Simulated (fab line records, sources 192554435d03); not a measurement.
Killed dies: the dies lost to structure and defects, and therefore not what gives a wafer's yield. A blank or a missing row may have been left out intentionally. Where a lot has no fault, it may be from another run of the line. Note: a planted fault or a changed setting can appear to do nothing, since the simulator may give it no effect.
A lot that was struck, set against a sound lot    flow n5Finfet    19 out of 1938 route steps
Sound: the wafers L611.2, L611.3, L611.6. Struck: wafers L621.3, L621.4. (L621.2 of the same lot was not struck and is left out.) The cause comes at the end.
Order at every step that has rows: each side's tool, ch and its chambers, its first start. Under that, the readings that differ: sound wafers    struck wafers    difference of the means    sigmas: that difference in standard deviations of wafers without a fault.
alike: readings with means less than 2 such deviations apart, plus words and numbers identical on both sides. not compared: withheld readings, readings lacking a value on some wafer, bounds such as >300 that could conceal the same value, and numbers that have no deviation in the record and whose values overlap.
The two part at a step that has a row with sigmas, a row that says differs or no value, or rows on one side only. Numbers that don't overlap but have no deviation are shown without sigmas and don't part them. A reading that every wafer of one side lacks parts them only if that side has two wafers or more.

first, 3 steps without rows for these wafers: N5_BEOL_M13_ETCH_67 (etches SiARC in CF4, target depth 143 nm, time 238.3 s); N5_BEOL_M13_ETCH_68 (etches SOC in N2/H2, time 355 s); N5_BEOL_M13_STRIP_69 (strips in N2/H2).
N5_BEOL_M13_TRENCH_ETCH_34: etches SiOC in C4F8/O2/Ar, target depth 413.47 nm, time 162.6 s.
  sound on rieDiel-01 ch 1,2,3, day 10 23:02; struck on rieDiel-01 ch 0, day 13 11:24
  alike: biasW, drypumpMotorCurrentA, oesProductAu, rfVppV, showerheadPlenumPTorr, throttleValvePct
  not compared: rfHoursCounterH
then, 1 step without rows for these wafers: N5_BEOL_M13_STRIP_70 (strips in C4F8/O2/Ar).
N5_BEOL_M13_OCD_MEAS_35:
  struck on ocd-01, day 13 11:34; sound on ocd-02, day 10 23:13
  alike: trenchDepthNm
N5_BEOL_M13_STRIP_37: strips in N2/H2.
  sound on plasmaAsher-01 ch 0,1, day 10 23:15; struck on plasmaAsher-02 ch 0,1, day 13 11:37
reading              sound              struck       difference  sigmas
oesProductAu (a.u.)  0.776 0.788 0.798  0.813 0.802  +0.020      +2
  alike: drypumpMotorCurrentA, heaterPowerW
  not compared: rfHoursCounterH
then, 3 steps without rows for these wafers: N5_BEOL_M13_ETCH_38 (etches SiCN in CF4/N2, target depth 67.5 nm, time 71.9 s); N5_BEOL_M13_PRECLEAN_39 (cleans in residue remover, time 60 s); N5_BEOL_M13_SRD_40 (time 30 s, dry time 30 s).
N5_BEOL_M13_DEGAS_41: time 60 s.
  struck on pvdSputter-01, day 13 14:04; sound on pvdSputter-01, day 11 06:32
  alike: heaterPowerW
N5_BEOL_M13_PRE_CLEAN_42: time 30 s.
  struck on pvdSputter-01, day 13 14:06; sound on pvdSputter-01, day 11 06:35
  alike: heaterPowerW
N5_BEOL_M13_SPUTTER_43: material TaN, target thk 15 nm, time 24.19 s.
  struck on pvdSputter-01, day 13 14:08; sound on pvdSputter-01, day 11 06:37
reading                                      sound         struck     difference  sigmas
model.TaN_of_BEOL_M13_SPUTTER_43.thkNm (nm)  15 14.8 14.8  11.2 11.2  -3.7        
  alike: throttleValvePct
N5_BEOL_M13_SPUTTER_44: material Ta, target thk 10 nm, time 16.13 s.
  struck on pvdSputter-01, day 13 14:13; sound on pvdSputter-01, day 11 06:42
  alike: throttleValvePct
then, 3 steps without rows for these wafers: N5_BEOL_M13_SPUTTER_45 (material Cu, target thk 80 nm, time 13.33 s); N5_BEOL_M13_ECD_47 (material Cu, target thk 936 nm); N5_BEOL_M13_ANNEAL_48 (time 90 s).
N5_BEOL_M13_CMP_49: polishes, stops on SiOC, t overpolish 17.1 s, target thk 420 nm.
  sound on cmp-04 ch 1,3, day 11 07:28; struck on cmp-02 ch 0,1, day 13 14:55
reading                    sound           struck     difference  sigmas
barrierFieldEndpointS (s)  30.8 30.2 30.0  25.2 25.1  -5.2        -10
  alike: clearingPlatenRpm, motorCurrentA, slurryFlowMlMin
N5_BEOL_M13_THK_MEAS_50: measures by xrf.
  struck on filmMetro-02, day 13 15:10; sound on filmMetro-01, day 11 07:46
  alike: M13_THK

## WHERE THEY PART
Earliest at N5_BEOL_M13_STRIP_37; latest, in this record, at N5_BEOL_M13_CMP_49. Later steps at which nothing parts them and some readings are alike: N5_BEOL_M13_THK_MEAS_50.

WHY: whatever the simulator had introduced
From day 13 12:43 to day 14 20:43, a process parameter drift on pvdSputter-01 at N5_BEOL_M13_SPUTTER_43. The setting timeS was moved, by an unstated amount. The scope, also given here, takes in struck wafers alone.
